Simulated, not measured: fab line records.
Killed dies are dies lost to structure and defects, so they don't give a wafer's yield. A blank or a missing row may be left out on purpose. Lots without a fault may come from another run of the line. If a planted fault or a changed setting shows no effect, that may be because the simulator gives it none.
A struck lot beside a sound one | flow nand_harc | 15 out of 1159 route steps
Sound: wafers L822.4, L822.5, L822.6. Struck: wafers L820.2, L820.4, L820.5. At the end, the cause is stated.
Order at every step that has rows: each side's tool, ch and its chambers, its first start. Under that, the readings that differ: sound wafers | struck wafers | difference of the means | sigmas: that difference in standard deviations of wafers without a fault.
alike: words and numbers the same on both sides, and readings whose means are apart by under 2 such deviations; not compared: readings that were withheld, readings missing a value for some wafer, numbers with overlapping values and no deviation given by the record, and bounds like >300 which may hide the same value.
The two part at a step that has a row with sigmas, a row that says differs or no value, or rows on one side only. Numbers that have no deviation but don't overlap get no sigmas and don't part them. Lack of a reading on every wafer of one side parts them only where that side has two or more wafers.

NHARC_A_BLC_DESCUM_15: chemistry O2, time 3 s.
  sound on rie_diel-07 ch 0,2,3, day 21 16:49; struck on rie_diel-07 ch 0,3, day 21 23:40
  alike: drypump_motor_current_A, oes_product_au, rf_vpp_V, showerhead_plenum_p_Torr, throttle_valve_pct
  not compared: rf_hours_counter_h
then, 2 steps without rows for these wafers: NHARC_A_BLC_ETCH_16 (etches the open film in CF4, target depth 39 nm, time 65 s); NHARC_A_BLC_ETCH_17 (etches the open film in N2/H2, target depth 390 nm, time 609.38 s).
NHARC_A_BLC_ETCH_18: etches the open film in C4F8/O2/Ar, target depth 910 nm.
  sound: rie_diel-07 ch 0,1; struck: rie_diel-07 ch 0,2,3
  alike: oes_product_au, rf_vpp_V
  not compared: rf_hours_counter_h
NHARC_A_BLC_CD_MEAS_19:
  sound: cd_sem-03 at day 21 17:45; struck: cd_sem-03 at day 22 00:39
  alike: cd_nm
NHARC_A_BLC_STRIP_29: strips in CF4.
  sound on rie_diel-03 ch 1,2, day 21 17:50; struck on rie_diel-07 ch 0,1,2, day 22 00:44
  alike: drypump_motor_current_A, oes_product_au, rf_vpp_V, showerhead_plenum_p_Torr, throttle_valve_pct
  not compared: rf_hours_counter_h
NHARC_A_BLC_STRIP_21: strips in O2.
  sound on rie_diel-03 ch 1,2, day 21 17:56; struck on rie_diel-07 ch 1,2,3, day 22 00:50
  alike: drypump_motor_current_A, oes_product_au, rf_vpp_V, showerhead_plenum_p_Torr, throttle_valve_pct
  not compared: rf_hours_counter_h
then, 3 steps without rows for these wafers: NHARC_A_BLC_STRIP_22 (strips in post etch residue remover, time 600 s); NHARC_A_BLC_DEGAS_30 (time 60 s); NHARC_A_BLC_PRE_CLEAN_31 (time 15 s).
NHARC_A_BLC_PVD_32: deposits Ti, target thk 5 nm, time 17.7 s.
  sound on pvd_sputter-03; struck on pvd_sputter-02
  alike: throttle_valve_pct
then, 1 step without rows for these wafers: NHARC_A_BLC_ALD_23 (deposits TiN, target thk 3 nm, pulse time 1 s, ald cycles 150).
NHARC_A_BLC_CVD_24: deposits W, target thk 150 nm, time 434 s.
  sound on cvd_w-01 ch 0,1, day 22 04:43; struck on cvd_w-02 ch 0, day 22 05:14
  no value came back on the struck wafers for chamber_pressure_Torr (Torr), heater_power_outer_w (W), heater_power_w (W), throttle_valve_pct (%); on the sound wafers chamber_pressure_Torr (Torr) reads 40.23 39.96 39.99
NHARC_A_BLC_CMP_25: polishes, t overpolish 30 s, target thk 150 nm.
  sound on cmp-01 ch 2,3, day 22 05:04; struck on cmp-01 ch 0,1, day 22 05:47
  reading                | sound    | struck | difference | sigmas
  time_to_endpoint_s (s) | 25 27 26 | 3 2 3  | -23        | -7
  alike: motor_current_A, overpolish_run_s
after that, 1 step had no rows for these wafers: NHARC_END_SORT_01.

## WHERE THEY PART
First at NHARC_A_BLC_CVD_24; last, within this record, at NHARC_A_BLC_CMP_25.

WHY: what the simulator had put in
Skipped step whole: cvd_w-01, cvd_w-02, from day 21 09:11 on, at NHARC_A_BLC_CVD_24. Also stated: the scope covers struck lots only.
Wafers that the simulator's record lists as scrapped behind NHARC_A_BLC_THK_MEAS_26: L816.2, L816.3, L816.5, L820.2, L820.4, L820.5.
